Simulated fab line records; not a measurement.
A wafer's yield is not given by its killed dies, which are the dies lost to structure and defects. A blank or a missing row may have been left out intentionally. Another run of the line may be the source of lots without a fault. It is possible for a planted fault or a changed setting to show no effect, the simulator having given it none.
fab line records    flow n5_finfet    part 1 of 2: steps 1 to 4 of 6
record lots=22  wafers=66  last_day=17
route steps=1938 shown BEOL_M8@1333
lots that met no fault: from a run of the same line without faults
start_h: hours from the record's opening day to when the first of the lot's shown wafers began    wait_h: hours since the lot's step before    " the same as in the row above    L1.1+2: several wafers, shown together as one row    - value missing, or start not given    * or withheld: withheld    < > ~ a bound
route shown NAME@n: a module of which the file shows steps, and the number in the route of the first    usual: mean/standard deviation taken from wafers without a fault    same: alike in all rows    chamber/n: place in a boat    sites: readings site by site    _std_site: the values' standard deviation    _edge_site: the outer-site mean with the inner-site mean subtracted    radius_mm: for every site, how far away it sits from the centre of the wafer    mask NAME#n: copy n    behind: the most recent tool/chamber to have shaped the wafer    hold: why the lot went on hold/how many hours it stayed there/how the hold came to an end    device: the n, p or np transistor that did not switch    end of line: tests run on the same wafers once the route is complete    where a step has no rows: the recipe by itself    killed: dies lost to structure and defects at the first sort, not the wafer's yield    map: a wafer's dies, marking killed ones x, the rest . and places with no die _
set.NAME: the setting as run; set.NAME@STEP: as run at that earlier step    model.NAME: the simulator's own value behind a step, which no gauge read
a sample of lots followed through the steps of the route, with each step as a table and each wafer as a row
services: a tool's chamber out of use, with start hour (start_h, from the record's first day; less than 0 if before it), hours out, and reason
## steps
# step N5_BEOL_M8_CURE_74
# recipe temp_c=385  time_s=240  ambient=He/Ar  material=SiCOH_lowk
# usual lamp_power_pct=52.31/0.056  wafer_temp_C_max=386.5/0.55
lot.wafer  tool        chamber  start_h  wait_h  lamp_power_pct  wafer_temp_C_max
L074.4     uv_cure-02  1        182.46   0.4     52.22           386.4
L074.5     "           1        "        "       52.26           386.3
L074.6     "           1        "        "       52.30           385.8
L075.2     uv_cure-02  0        200.56   0.1     52.29           386.4
L075.3     "           0        "        "       52.30           385.9
L075.4     "           0        "        "       52.28           385.9
L077.2     uv_cure-03  1        207.08   0.1     52.36           387.1
L077.4     "           1        "        "       52.25           386.2
L077.5     "           1        "        "       52.24           387.1
L076.1     uv_cure-03  2        207.48   0.1     52.35           387.2
L076.3     "           2        "        "       52.24           387.3
L076.4     "           2        "        "       52.31           387.0
L078.1     uv_cure-02  1        219.87   0.0     52.30           385.8
L078.2     "           1        "        "       52.27           386.8
L078.4     "           1        "        "       52.29           386.0
L079.2     uv_cure-01  0        222.85   0.3     52.26           386.1
L079.3     "           0        "        "       52.26           386.4
L079.5     "           0        "        "       52.26           386.4
L080.1     uv_cure-01  2        226.28   0.0     52.34           387.3
L080.5     "           2        "        "       52.36           387.2
L080.6     "           2        "        "       52.34           387.0
L081.2     uv_cure-01  1        231.86   0.1     52.31           385.9
L081.3     "           1        "        "       52.22           386.2
L081.5     "           1        "        "       52.39           386.0
L082.1     uv_cure-02  2        246.02   0.0     52.28           386.3
L082.4     "           2        "        "       52.24           385.7
L082.6     "           2        "        "       52.28           386.2
L083.1     uv_cure-02  0        248.99   0.0     52.29           385.9
L083.2     "           0        "        "       52.38           385.8
L083.5     "           0        "        "       52.31           386.2
L084.1     uv_cure-02  1        249.71   0.0     52.39           386.1
L084.2     "           1        "        "       52.20           386.5
L084.4     "           1        "        "       52.35           386.4
L085.2     uv_cure-01  2        255.19   0.1     52.25           387.0
L085.5     "           2        "        "       52.27           386.7
L085.6     "           2        "        "       52.30           386.7
L086.1     uv_cure-02  2        277.09   0.0     52.29           386.4
L086.3     "           2        "        "       52.34           386.1
L086.4     "           2        "        "       52.26           386.7
L088.3     uv_cure-03  2        277.84   0.2     52.35           387.6
L088.5     "           2        "        "       52.41           387.4
L088.6     "           2        "        "       52.28           387.7
L087.3     uv_cure-02  0        278.80   0.2     52.25           385.8
L087.4     "           0        "        "       52.20           386.0
L087.6     "           0        "        "       52.32           385.6
L089.4     uv_cure-03  1        287.25   0.3     52.24           387.4
L089.5     "           1        "        "       52.34           387.0
L089.6     "           1        "        "       52.27           386.5
L090.3     uv_cure-01  0        296.13   0.2     52.33           387.1
L090.5     "           0        "        "       52.28           386.7
L090.6     "           0        "        "       52.45           386.8
L092.1     uv_cure-02  0        304.40   0.0     52.28           386.7
L092.3     "           0        "        "       52.26           385.9
L092.6     "           0        "        "       52.20           386.3
L094.1     uv_cure-01  1        306.24   0.0     52.37           386.5
L094.2     "           1        "        "       52.21           386.0
L094.6     "           1        "        "       52.32           386.3
L095.1     uv_cure-02  2        326.97   0.2     52.28           386.2
L095.5     "           2        "        "       52.33           386.1
L095.6     "           2        "        "       52.28           385.9
L096.1     uv_cure-01  1        339.81   0.0     52.20           386.0
L096.2     "           1        "        "       52.45           386.1
L096.6     "           1        "        "       52.23           386.1
L097.1     uv_cure-03  2        349.17   0.0     52.24           387.1
L097.3     "           2        "        "       52.32           386.9
L097.5     "           2        "        "       52.30           386.5
# step N5_BEOL_M8_STRIP_67
# recipe chemistry=CF4  resist=SiARC  power_w=300  bias_power_w=75  pressure_mtorr=50  cf4_flow_sccm=150  rf_frequency_hz=6e+07
# usual drypump_motor_current_A=5.7/0.56  oes_product_au=0.81/0.054  rf_vpp_V=271.5/1.7  showerhead_plenum_p_Torr=1.81/0.063  throttle_valve_pct=13.56/0.17
lot.wafer  tool         chamber  start_h  wait_h  drypump_motor_current_A  oes_product_au  rf_hours_counter_h  rf_vpp_V  showerhead_plenum_p_Torr  throttle_valve_pct
L074.4     rie_diel-01  2        185.64   0.0     6.4                      0.96            2                   270.5     1.77                      13.34
L074.5     "            3        "        "       5.7                      0.85            -                   271.2     1.74                      13.51
L074.6     "            0        "        "       6.1                      0.71            -                   269.2     1.72                      13.95
L075.2     rie_diel-01  1        204.95   0.0     5.3                      0.68            228                 271.3     1.79                      13.88
L075.3     "            0        "        "       6.1                      0.71            239                 268.7     1.72                      13.94
L075.4     "            3        "        "       5.7                      0.84            51                  271.0     1.74                      13.51
L077.2     rie_diel-06  0        210.70   0.0     5.3                      0.88            30                  273.4     1.89                      13.40
L077.4     "            2        "        "       5.4                      0.86            45                  272.3     1.88                      13.51
L077.5     "            2        "        "       5.4                      0.87            -                   273.8     1.88                      13.50
L076.1     rie_diel-06  3        211.66   0.0     5.2                      0.84            63                  273.6     1.88                      13.44
L076.3     "            2        "        "       5.4                      0.87            46                  273.5     1.88                      13.49
L076.4     "            1        "        "       6.7                      0.79            120                 270.5     1.73                      13.67
L078.1     rie_diel-06  0        221.90   0.0     5.3                      0.86            34                  273.5     1.89                      13.40
L078.2     "            2        "        "       5.4                      0.87            50                  273.7     1.87                      13.50
L078.4     "            3        "        "       5.1                      0.85            66                  272.8     1.88                      13.44
L079.2     rie_diel-06  0        227.09   0.0     5.3                      0.86            36                  274.5     1.89                      13.44
L079.3     "            1        "        "       6.7                      0.79            126                 270.7     1.73                      13.68
L079.5     "            3        "        "       5.1                      0.83            -                   272.5     1.88                      13.47
L080.1     rie_diel-01  2        227.59   0.0     6.4                      0.90            17                  270.6     1.77                      13.36
L080.5     "            2        "        "       6.3                      0.90            -                   271.1     1.76                      13.37
L080.6     "            1        "        "       5.3                      0.69            -                   269.9     1.79                      13.90
L081.2     rie_diel-06  0        233.21   0.0     5.3                      0.86            37                  272.5     1.89                      13.44
L081.3     "            1        "        "       6.7                      0.79            127                 271.0     1.73                      13.67
L081.5     "            1        "        "       6.7                      0.79            -                   268.2     1.73                      13.70
L082.1     rie_diel-02  0        248.33   0.0     5.8                      0.82            69                  271.4     1.82                      13.31
L082.4     "            2        "        "       5.7                      0.79            106                 272.2     1.87                      13.42
L082.6     "            3        "        "       4.7                      0.80            -                   273.1     1.74                      13.74
L083.1     rie_diel-01  2        250.74   0.0     6.3                      0.88            26                  270.0     1.76                      13.41
L083.2     "            3        "        "       5.7                      0.82            68                  270.8     1.74                      13.54
L083.5     "            1        "        "       5.3                      0.68            -                   271.3     1.78                      13.93
L084.1     rie_diel-06  1        251.94   0.0     6.6                      0.78            133                 268.4     1.73                      13.69
L084.2     "            2        "        "       5.4                      0.84            59                  273.3     1.87                      13.53
L084.4     "            3        "        "       5.1                      0.83            76                  272.7     1.87                      13.47
L085.2     rie_diel-06  3        257.50   0.0     5.2                      0.84            77                  273.2     1.87                      13.48
L085.5     "            2        "        "       5.4                      0.84            -                   272.7     1.87                      13.53
L085.6     "            3        "        "       5.1                      0.82            -                   272.2     1.87                      13.46
L086.1     rie_diel-02  1        280.60   0.0     5.6                      0.80            92                  271.1     1.83                      13.47
L086.3     "            3        "        "       4.7                      0.79            114                 269.6     1.74                      13.78
L086.4     "            1        "        "       5.6                      0.80            -                   271.3     1.83                      13.45
L088.3     rie_diel-01  3        280.78   0.0     5.7                      0.80            81                  271.3     1.73                      13.60
L088.5     "            0        "        "       6.1                      0.95            -                   273.2     1.92                      13.41
L088.6     "            2        "        "       6.3                      0.85            -                   271.0     1.76                      13.42
L087.3     rie_diel-02  3        280.90   0.0     4.7                      0.79            114                 270.0     1.74                      13.75
L087.4     "            1        "        "       5.6                      0.81            -                   270.3     1.83                      13.48
L087.6     "            0        "        "       5.8                      0.81            -                   272.3     1.81                      13.32
L089.4     rie_diel-06  2        292.54   0.0     5.4                      0.83            72                  273.4     1.87                      13.57
L089.5     "            1        "        "       6.7                      0.77            -                   270.4     1.73                      13.72
L089.6     "            0        "        "       5.3                      0.83            -                   274.6     1.88                      13.47
L090.3     rie_diel-06  3        298.07   0.0     5.2                      0.81            89                  274.4     1.87                      13.50
L090.5     "            2        "        "       5.4                      0.83            -                   271.7     1.87                      13.56
L090.6     "            1        "        "       6.7                      0.77            -                   269.7     1.73                      13.72
L092.1     rie_diel-02  3        306.11   0.0     4.7                      0.78            126                 269.5     1.73                      13.80
L092.3     "            0        "        "       5.8                      0.79            95                  271.2     1.81                      13.37
L092.6     "            1        "        "       5.6                      0.79            -                   271.0     1.83                      13.48
L094.1     rie_diel-02  0        308.37   0.0     5.8                      0.79            96                  272.8     1.81                      13.40
L094.2     "            1        "        "       5.6                      0.79            105                 270.3     1.83                      13.48
L094.6     "            1        "        "       5.6                      0.78            -                   270.5     1.83                      13.48
L095.1     rie_diel-02  1        332.85   0.0     5.6                      0.78            117                 272.3     1.82                      13.52
L095.5     "            0        "        "       5.8                      0.78            -                   269.9     1.81                      13.38
L095.6     "            1        "        "       5.6                      0.77            -                   272.4     1.82                      13.52
L096.1     rie_diel-01  0        341.58   0.0     6.1                      0.88            24                  272.8     1.92                      13.48
L096.2     "            2        "        "       6.4                      0.82            59                  271.0     1.75                      13.47
L096.6     "            0        "        "       6.1                      0.88            -                   274.7     1.92                      13.46
L097.1     rie_diel-06  3        351.09   0.0     5.1                      0.80            107                 271.9     1.86                      13.54
L097.3     "            1        "        "       6.6                      0.75            167                 269.8     1.72                      13.76
L097.5     "            0        "        "       5.3                      0.81            -                   273.0     1.88                      13.50
# step N5_BEOL_M8_DESCUM_33
# recipe chemistry=O2  time_s=7  source_power_w=50  bias_power_w=20  pressure_mtorr=20  rf_frequency_hz=2.712e+07  temp_c=40  resist=CAR-EUV  o2_flow_sccm=225
# usual drypump_motor_current_A=5.6/0.54  oes_product_au=0.82/0.056  rf_vpp_V=243.6/1.6  showerhead_plenum_p_Torr=2.11/0.089  throttle_valve_pct=20.40/0.17
lot.wafer  tool         chamber  start_h  wait_h  drypump_motor_current_A  oes_product_au  rf_hours_counter_h  rf_vpp_V  showerhead_plenum_p_Torr  throttle_valve_pct
L074.4     rie_diel-02  0        186.70   0.0     5.9                      0.84            45                  243.2     2.12                      20.02
L074.5     "            1        "        "       5.6                      0.84            -                   242.4     2.12                      20.22
L074.6     "            2        "        "       5.8                      0.80            -                   246.1     2.23                      20.46
L075.2     rie_diel-02  1        205.73   0.0     5.6                      0.82            73                  243.1     2.12                      20.22
L075.3     "            2        "        "       5.7                      0.81            91                  244.7     2.23                      20.47
L075.4     "            0        "        "       5.8                      0.84            52                  242.7     2.12                      20.02
L077.2     rie_diel-01  0        211.35   0.0     6.1                      0.70            242                 240.8     1.97                      20.61
L077.4     "            1        "        "       5.3                      0.68            230                 241.8     2.07                      20.53
L077.5     "            2        "        "       6.3                      0.91            -                   242.2     2.04                      20.14
L076.1     rie_diel-01  2        213.46   0.0     6.4                      0.92            11                  241.6     2.04                      20.17
L076.3     "            3        "        "       5.7                      0.82            53                  244.5     2.03                      20.42
L076.4     "            1        "        "       5.3                      0.68            231                 242.2     2.07                      20.55
L078.1     rie_diel-02  3        222.74   0.0     4.7                      0.82            89                  242.1     2.02                      20.51
L078.2     "            1        "        "       5.6                      0.81            78                  243.4     2.12                      20.23
L078.4     "            0        "        "       5.8                      0.83            58                  243.0     2.11                      20.01
L080.1     rie_diel-02  1        232.00   0.0     5.6                      0.81            81                  243.2     2.12                      20.24
L080.5     "            2        "        "       5.7                      0.78            -                   245.1     2.22                      20.48
L080.6     "            1        "        "       5.6                      0.80            -                   242.7     2.12                      20.25
L079.2     rie_diel-06  2        232.05   0.0     5.5                      0.87            52                  245.7     2.22                      20.51
L079.3     "            1        "        "       6.7                      0.78            126                 241.7     2.01                      20.50
L079.5     "            2        "        "       5.4                      0.86            -                   244.3     2.22                      20.51
L081.2     rie_diel-06  0        236.33   0.3     5.3                      0.85            38                  246.7     2.24                      20.56
L081.3     "            1        "        "       6.7                      0.78            128                 243.6     2.01                      20.50
L081.5     "            3        "        "       5.2                      0.84            -                   245.7     2.19                      20.34
L082.1     rie_diel-06  3        249.91   0.0     5.2                      0.84            75                  246.0     2.19                      20.35
L082.4     "            1        "        "       6.7                      0.78            132                 242.2     2.00                      20.50
L082.6     "            1        "        "       6.7                      0.77            -                   243.1     2.01                      20.51
L083.1     rie_diel-02  2        251.89   0.0     5.8                      0.78            107                 245.2     2.22                      20.50
L083.2     "            0        "        "       5.8                      0.81            71                  243.6     2.11                      20.06
L083.5     "            2        "        "       5.8                      0.78            -                   246.4     2.22                      20.49
L084.1     rie_diel-06  1        254.15   0.0     6.7                      0.78            134                 242.8     2.00                      20.49
L084.2     "            3        "        "       5.1                      0.84            76                  246.2     2.19                      20.34
L084.4     "            2        "        "       5.5                      0.86            60                  246.1     2.21                      20.54
L085.2     rie_diel-06  0        258.38   0.0     5.3                      0.84            46                  245.2     2.24                      20.55
L085.5     "            2        "        "       5.4                      0.85            -                   245.5     2.21                      20.52
L085.6     "            3        "        "       5.2                      0.83            -                   244.1     2.19                      20.35
L086.1     rie_diel-02  1        284.48   0.0     5.6                      0.80            94                  243.6     2.11                      20.26
L086.3     "            0        "        "       5.8                      0.79            85                  242.7     2.10                      20.10
L086.4     "            1        "        "       5.6                      0.79            -                   242.4     2.11                      20.26
L087.3     rie_diel-06  1        284.90   0.0     6.7                      0.78            145                 242.4     2.00                      20.53
L087.4     "            0        "        "       5.3                      0.84            54                  243.9     2.23                      20.58
L087.6     "            1        "        "       6.7                      0.78            -                   242.4     2.00                      20.53
L089.4     rie_diel-06  3        293.27   0.0     5.1                      0.81            88                  245.1     2.18                      20.38
L089.5     "            3        "        "       5.2                      0.82            -                   244.7     2.18                      20.38
L089.6     "            2        "        "       5.4                      0.84            -                   245.6     2.21                      20.56
L088.3     rie_diel-01  3        293.35   0.0     5.7                      0.78            85                  243.0     2.02                      20.46
L088.5     "            1        "        "       5.3                      1.00            -                   241.5     2.06                      20.28
L088.6     "            0        "        "       6.1                      0.93            -                   244.2     2.23                      20.25
L090.3     rie_diel-02  3        299.80   0.1     4.7                      0.79            122                 242.5     2.01                      20.57
L090.5     "            0        "        "       5.8                      0.79            -                   243.8     2.10                      20.11
L090.6     "            3        "        "       4.7                      0.78            -                   242.2     2.01                      20.56
L092.1     rie_diel-06  0        307.34   0.4     5.3                      0.83            61                  245.4     2.23                      20.59
L092.3     "            1        "        "       6.6                      0.76            152                 241.8     2.00                      20.53
L092.6     "            0        "        "       5.3                      0.83            -                   245.6     2.23                      20.58
L094.1     rie_diel-01  2        309.16   0.0     6.4                      0.86            48                  242.6     2.02                      20.19
L094.2     "            0        "        "       6.1                      0.91            12                  246.6     2.22                      20.27
L094.6     "            3        "        "       5.7                      0.77            -                   240.4     2.02                      20.47
L095.1     rie_diel-01  3        336.12   0.0     5.7                      0.77            99                  242.8     2.02                      20.49
L095.5     "            2        "        "       6.4                      0.84            -                   241.7     2.02                      20.23
L095.6     "            3        "        "       5.7                      0.76            -                   241.2     2.02                      20.51
L096.1     rie_diel-06  1        342.95   0.1     6.7                      0.74            164                 241.2     1.99                      20.56
L096.2     "            2        "        "       5.4                      0.82            91                  245.3     2.20                      20.58
L096.6     "            2        "        "       5.4                      0.81            -                   244.5     2.20                      20.59
L097.1     rie_diel-06  3        353.29   0.4     5.2                      0.80            108                 244.7     2.18                      20.40
L097.3     "            0        "        "       5.3                      0.81            76                  244.1     2.23                      20.63
L097.5     "            2        "        "       5.4                      0.82            -                   245.4     2.20                      20.58
# step N5_BEOL_M8_ETCH_72
# recipe chemistry=N2/H2  target=underlayer  target_depth_a=65  mask_material=CAR-EUV  time_s=5.2  ion_energy_ev=200  pressure_mtorr=30  source_w=840  bias_w=150  n2_flow_sccm=200  h2_flow_sccm=200  ends=cleared
# usual drypump_motor_current_A=5.6/0.54  etch_rf_on_time_s=5.18/0.09  oes_product_au=0.70/0.05  rf_vpp_V=525/3  showerhead_plenum_p_Torr=2.57/0.1  throttle_valve_pct=17.79/0.16
lot.wafer  tool         chamber  start_h  wait_h  drypump_motor_current_A  etch_rf_on_time_s  oes_product_au  rf_hours_counter_h  rf_vpp_V  showerhead_plenum_p_Torr  throttle_valve_pct
L074.4     rie_diel-02  0        186.74   0.0     5.8                      5.15               0.74            45                  527       2.61                      17.61
L074.5     "            1        "        "       5.6                      5.04               0.72            -                   526       2.58                      17.49
L074.6     "            2        "        "       5.8                      5.17               0.68            -                   527       2.69                      17.77
L075.2     rie_diel-02  1        205.76   0.0     5.6                      5.06               0.71            73                  524       2.57                      17.55
L075.3     "            2        "        "       5.7                      5.14               0.69            91                  526       2.69                      17.76
L075.4     "            0        "        "       5.8                      5.14               0.73            52                  525       2.60                      17.63
L077.2     rie_diel-01  0        211.38   0.0     6.1                      5.08               0.61            242                 521       2.40                      18.10
L077.4     "            1        "        "       5.3                      5.26               0.58            230                 522       2.52                      18.04
L077.5     "            2        "        "       6.4                      5.18               0.78            -                   523       2.49                      17.54
L076.1     rie_diel-01  2        213.49   0.0     6.4                      5.14               0.79            11                  522       2.49                      17.55
L076.3     "            3        "        "       5.7                      5.29               0.71            53                  523       2.47                      17.76
L076.4     "            1        "        "       5.3                      5.30               0.58            231                 525       2.52                      18.07
L078.1     rie_diel-02  3        222.78   0.0     4.7                      5.23               0.69            89                  520       2.45                      17.81
L078.2     "            1        "        "       5.6                      5.14               0.70            78                  525       2.57                      17.54
L078.4     "            0        "        "       5.9                      5.11               0.71            58                  524       2.60                      17.63
L080.1     rie_diel-02  1        232.04   0.0     5.6                      5.19               0.70            81                  527       2.57                      17.56
L080.5     "            2        "        "       5.8                      5.19               0.68            -                   527       2.69                      17.81
L080.6     "            1        "        "       5.6                      5.22               0.69            -                   523       2.57                      17.57
L079.2     rie_diel-06  2        232.08   0.0     5.4                      5.07               0.74            52                  529       2.69                      17.89
L079.3     "            1        "        "       6.6                      5.21               0.66            126                 524       2.45                      18.01
L079.5     "            2        "        "       5.5                      5.11               0.73            -                   528       2.69                      17.89
L081.2     rie_diel-06  0        236.37   0.0     5.3                      5.24               0.73            38                  529       2.71                      17.81
L081.3     "            1        "        "       6.7                      5.26               0.66            128                 522       2.45                      18.01
L081.5     "            3        "        "       5.1                      5.12               0.72            -                   526       2.66                      17.63
L082.1     rie_diel-06  3        249.95   0.0     5.1                      5.16               0.72            75                  528       2.66                      17.63
L082.4     "            1        "        "       6.7                      5.29               0.65            132                 521       2.45                      18.03
L082.6     "            1        "        "       6.7                      5.26               0.66            -                   522       2.45                      18.02
L083.1     rie_diel-02  2        251.92   0.0     5.8                      5.18               0.66            107                 529       2.68                      17.80
L083.2     "            0        "        "       5.8                      5.19               0.70            71                  525       2.59                      17.65
L083.5     "            2        "        "       5.8                      5.19               0.68            -                   528       2.68                      17.80
L084.1     rie_diel-06  1        254.18   0.0     6.7                      5.34               0.66            134                 520       2.45                      18.05
L084.2     "            3        "        "       5.2                      5.13               0.71            76                  529       2.66                      17.65
L084.4     "            2        "        "       5.5                      5.10               0.73            60                  527       2.69                      17.95
L085.2     rie_diel-06  0        258.41   0.0     5.3                      5.20               0.73            46                  528       2.70                      17.80
L085.5     "            2        "        "       5.4                      5.12               0.73            -                   527       2.69                      17.95
L085.6     "            3        "        "       5.2                      5.15               0.71            -                   527       2.66                      17.66
L086.1     rie_diel-02  1        284.51   0.0     5.6                      5.23               0.69            94                  524       2.56                      17.55
L086.3     "            0        "        "       5.8                      5.20               0.68            85                  526       2.59                      17.66
L086.4     "            1        "        "       5.6                      5.26               0.68            -                   524       2.57                      17.57
L087.3     rie_diel-06  1        284.94   0.0     6.6                      5.29               0.65            145                 521       2.44                      18.06
L087.4     "            0        "        "       5.3                      5.20               0.71            54                  527       2.70                      17.83
L087.6     "            1        "        "       6.6                      5.32               0.64            -                   521       2.45                      18.04
L089.4     rie_diel-06  3        293.30   0.0     5.1                      5.11               0.70            88                  530       2.65                      17.66
L089.5     "            3        "        "       5.1                      5.05               0.71            -                   526       2.65                      17.66
L089.6     "            2        "        "       5.4                      5.11               0.72            -                   529       2.69                      17.92
L088.3     rie_diel-01  3        293.39   0.0     5.7                      5.29               0.69            85                  525       2.46                      17.86
L088.5     "            1        "        "       5.3                      5.13               0.86            -                   523       2.51                      17.73
L088.6     "            0        "        "       6.1                      4.89               0.80            -                   529       2.71                      17.67
L090.3     rie_diel-02  3        299.84   0.0     4.8                      5.23               0.66            122                 522       2.44                      17.88
L090.5     "            0        "        "       5.8                      5.15               0.68            -                   526       2.58                      17.70
L090.6     "            3        "        "       4.7                      5.17               0.67            -                   523       2.44                      17.88
L092.1     rie_diel-06  0        307.38   0.0     5.3                      5.27               0.70            61                  530       2.70                      17.87
L092.3     "            1        "        "       6.6                      5.31               0.65            152                 521       2.44                      18.08
L092.6     "            0        "        "       5.3                      5.27               0.69            -                   528       2.70                      17.82
L094.1     rie_diel-01  2        309.19   0.0     6.4                      5.15               0.73            48                  523       2.47                      17.60
L094.2     "            0        "        "       6.1                      4.94               0.81            12                  529       2.71                      17.69
L094.6     "            3        "        "       5.7                      5.34               0.68            -                   521       2.45                      17.84
L095.1     rie_diel-01  3        336.15   0.0     5.7                      5.30               0.67            99                  524       2.45                      17.85
L095.5     "            2        "        "       6.4                      5.17               0.71            -                   523       2.47                      17.62
L095.6     "            3        "        "       5.8                      5.39               0.66            -                   522       2.45                      17.85
L096.1     rie_diel-06  1        342.99   0.0     6.7                      5.29               0.63            164                 521       2.44                      18.09
L096.2     "            2        "        "       5.5                      5.06               0.69            91                  528       2.68                      17.95
L096.6     "            2        "        "       5.5                      5.09               0.71            -                   527       2.68                      17.98
L097.1     rie_diel-06  3        353.32   0.0     5.1                      5.12               0.68            108                 526       2.64                      17.71
L097.3     "            0        "        "       5.3                      5.20               0.68            76                  528       2.69                      17.86
L097.5     "            2        "        "       5.5                      5.10               0.69            -                   528       2.68                      17.96
